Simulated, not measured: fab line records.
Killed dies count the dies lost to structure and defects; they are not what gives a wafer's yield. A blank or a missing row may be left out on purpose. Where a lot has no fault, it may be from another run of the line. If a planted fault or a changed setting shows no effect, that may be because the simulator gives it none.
Split-lot trial / flow n5 finfet / route with 1938 steps; 7 lots, 21 wafers read

== ABOUT THE SPLIT ==
At N5_BEOL_M9_EXPOSE_08 (exposes mask M9), the setting dose mj was moved away from the recipe's 53.75 on 9 of the 21 wafers read, by -4.6% to +7.2%. For the rest of the wafers, this setting stayed at what the recipe calls for.

== FROM THE SPLIT TO THE READING: what the file shows between them, 12 steps ==
- N5_BEOL_M9_PEB_09: peb time 60 s
- N5_BEOL_M9_DEVELOP_10: develop time 30 s
- N5_BEOL_M9_CD_MEAS_11: target cd 64.1 nm
- N5_BEOL_M9_STRIP_68: strips in N2/H2
- N5_BEOL_M9_STRIP_67: strips in CF4
- N5_BEOL_M9_HM_OPEN_17: chemistry Cl2/BCl3, target TiN, target depth 20 nm, overetch 6 nm
- N5_BEOL_M9_STRIP_19: strips in O2
- N5_BEOL_M9_CD_MEAS_18: pitch 140 nm, target cd 70 nm
- N5_BEOL_M9_COAT_63: time 60 s, resist thk 60 nm
- N5_BEOL_M9_COAT_64: time 60 s, resist thk 12 nm
- N5_BEOL_M9_PRECLEAN_42: cleans in residue remover, time 60 s
- N5_BEOL_M9_SRD_43: time 30 s

== THE READING ==
cd nm, in nm, at N5_BEOL_M9_CD_MEAS_35 (target cd 70 nm, target cd y 40 nm). Fault-free wafers of this fab line usually give 70.3 nm, standard deviation 0.86 nm.

wafer=L077.2; tool, chamber at the split=arfi scanner-01, 0; dose mj as run=56.94; against the recipe=+5.9%; cd nm, nm=72.7; against lot-mates on the recipe=no lot-mate on the recipe
wafer=L077.3; tool, chamber at the split=arfi scanner-01, 0; dose mj as run=56.94; against the recipe=+5.9%; cd nm, nm=73.6; against lot-mates on the recipe=no lot-mate on the recipe
wafer=L077.5; tool, chamber at the split=arfi scanner-01, 0; dose mj as run=56.94; against the recipe=+5.9%; cd nm, nm=72.9; against lot-mates on the recipe=no lot-mate on the recipe
wafer=L083.1; tool, chamber at the split=arfi scanner-02, 0; dose mj as run=53.75; against the recipe=recipe; cd nm, nm=68.9; against lot-mates on the recipe=-
wafer=L083.4; tool, chamber at the split=arfi scanner-02, 0; dose mj as run=57.63; against the recipe=+7.2%; cd nm, nm=74.5; against lot-mates on the recipe=+5.0
wafer=L083.5; tool, chamber at the split=arfi scanner-02, 0; dose mj as run=53.75; against the recipe=recipe; cd nm, nm=70.0; against lot-mates on the recipe=-
wafer=L085.1; tool, chamber at the split=arfi scanner-02, 0; dose mj as run=53.75; against the recipe=recipe; cd nm, nm=70.0; against lot-mates on the recipe=-
wafer=L085.2; tool, chamber at the split=arfi scanner-02, 0; dose mj as run=53.75; against the recipe=recipe; cd nm, nm=70.6; against lot-mates on the recipe=-
wafer=L085.4; tool, chamber at the split=arfi scanner-02, 0; dose mj as run=53.75; against the recipe=recipe; cd nm, nm=70.9; against lot-mates on the recipe=-
wafer=L086.3; tool, chamber at the split=arfi scanner-02, 0; dose mj as run=53.75; against the recipe=recipe; cd nm, nm=70.0; against lot-mates on the recipe=-
wafer=L086.4; tool, chamber at the split=arfi scanner-02, 0; dose mj as run=53.75; against the recipe=recipe; cd nm, nm=69.5; against lot-mates on the recipe=-
wafer=L086.6; tool, chamber at the split=arfi scanner-02, 0; dose mj as run=53.75; against the recipe=recipe; cd nm, nm=70.0; against lot-mates on the recipe=-
wafer=L089.1; tool, chamber at the split=arfi scanner-03, 0; dose mj as run=51.3; against the recipe=-4.6%; cd nm, nm=69.1; against lot-mates on the recipe=-1.8
wafer=L089.5; tool, chamber at the split=arfi scanner-03, 0; dose mj as run=53.75; against the recipe=recipe; cd nm, nm=70.9; against lot-mates on the recipe=-
wafer=L089.6; tool, chamber at the split=arfi scanner-03, 0; dose mj as run=51.3; against the recipe=-4.6%; cd nm, nm=68.6; against lot-mates on the recipe=-2.3
wafer=L095.1; tool, chamber at the split=arfi scanner-03, 0; dose mj as run=53.75; against the recipe=recipe; cd nm, nm=70.1; against lot-mates on the recipe=-
wafer=L095.2; tool, chamber at the split=arfi scanner-03, 0; dose mj as run=53.75; against the recipe=recipe; cd nm, nm=69.9; against lot-mates on the recipe=-
wafer=L095.6; tool, chamber at the split=arfi scanner-03, 0; dose mj as run=52.46; against the recipe=-2.4%; cd nm, nm=68.0; against lot-mates on the recipe=-2.0
wafer=L094.2; tool, chamber at the split=arfi scanner-01, 0; dose mj as run=53.75; against the recipe=recipe; cd nm, nm=70.6; against lot-mates on the recipe=-
wafer=L094.3; tool, chamber at the split=arfi scanner-01, 0; dose mj as run=56.91; against the recipe=+5.9%; cd nm, nm=74.3; against lot-mates on the recipe=+3.7
wafer=L094.4; tool, chamber at the split=arfi scanner-01, 0; dose mj as run=56.91; against the recipe=+5.9%; cd nm, nm=73.9; against lot-mates on the recipe=+3.3

FIT RESULTS
A straight line over all 21 wafers: cd nm changes by +0.524 nm for each +1% of dose mj; r = +0.94; the points scatter about the line by 0.69 nm.
The same after taking each lot's own level away (the mean of its wafers on the recipe; 18 wafers): +0.596 nm for each +1%; r = +0.97; scatter 0.44 nm.
According to that fit, moving dose mj by its largest amount changes the reading by 4.3 nm.
The lots' own levels span 69.45 to 70.90 nm, that is 1.7 times the standard deviation above.
So the lot-to-lot level changes the slope: the two fits differ.
Check: for one of the wafers moved furthest among these (+7.2%), held out of the fit, the line's prediction against its lot-mates is +4.05 nm. Against them it came out at +5.05 nm.

== THE WHOLE CHAIN: every reading that the file lists as answering this split, in the file's order ==
step=N5_BEOL_M9_CD_MEAS_11; what it does=target cd 64.1 nm; reading=cd nm; change (the file's fit)=+0.629 nm for each +1% of the setting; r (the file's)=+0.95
step=N5_BEOL_M9_CD_MEAS_18; what it does=pitch 140 nm, target cd 70 nm; reading=cd nm; change (the file's fit)=+0.619 nm for each +1% of the setting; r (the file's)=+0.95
step=N5_BEOL_M9_CD_MEAS_35; what it does=target cd 70 nm, target cd y 40 nm; reading=cd nm; change (the file's fit)=+0.627 nm for each +1% of the setting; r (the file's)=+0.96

== THE FILE'S OWN FIT ==
cd nm changes by +0.627 nm for each +1% of dose mj, r = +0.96.
